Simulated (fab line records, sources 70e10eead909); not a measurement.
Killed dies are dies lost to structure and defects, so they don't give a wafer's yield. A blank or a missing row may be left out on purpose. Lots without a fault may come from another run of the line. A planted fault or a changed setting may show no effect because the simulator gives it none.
Chamber matching | flow nand_harc | NHARC_P_GATE_ETCH_32 on rie_si-05: 4 sister chambers
The step etches the open film in HBr/Cl2, target depth 150 nm, time 100.1 s. 8 wafers are shown with their chamber, then 7 later ones without.

WAFERS WITH THEIR CHAMBER
wafer  | chamber | drypump_motor_current_A (A) | throttle_valve_pct (%)
L082.3 | 2       | 6.25                        | 26.400
L087.3 | 3       | 6.07                        | 26.402
L087.4 | 0       | 6.44                        | 26.411
L085.2 | 0       | 6.45                        | 26.419
L085.3 | 1       | 5.42                        | 26.413
L085.6 | 1       | 5.41                        | 26.413
L092.1 | 2       | 6.23                        | 26.404
L092.2 | 3       | 6.07                        | 26.407

WAFERS WITHOUT THEIR CHAMBER
wafer  | drypump_motor_current_A (A) | throttle_valve_pct (%)
L092.4 | 5.42                        | 26.398
L093.1 | 6.20                        | 26.403
L093.5 | 6.08                        | 26.386
L093.6 | 6.45                        | 26.407
L097.2 | 6.27                        | 26.396
L097.3 | 5.40                        | 26.392
L097.5 | 6.44                        | 26.404

WHICH CHAMBER EACH WENT THROUGH
wafer  | from the rows above | in truth
L092.4 | 1                   | 1
L093.1 | 2                   | 2
L093.5 | 3                   | 3
L093.6 | 0                   | 0
L097.2 | 2                   | 2
L097.3 | 1                   | 1
L097.5 | 0                   | 0
Placed correctly: 7 of 7. Can't be placed from these rows: 0. Placed wrongly: 0.
How it was worked out, from the rows above alone: a wafer's distance from a chamber is the root of the sum, over the readings, of the square of ((its reading less the chamber's mean) divided by the reading's scatter). The wafer belongs to the nearest chamber; if the next one is less than 2 further off, it can't be placed. A chamber's mean is the mean of its shown wafers. The scatter: the root of (the sum of the squares of (reading less its chamber's mean) over the shown wafers, divided by (wafers less chambers)).
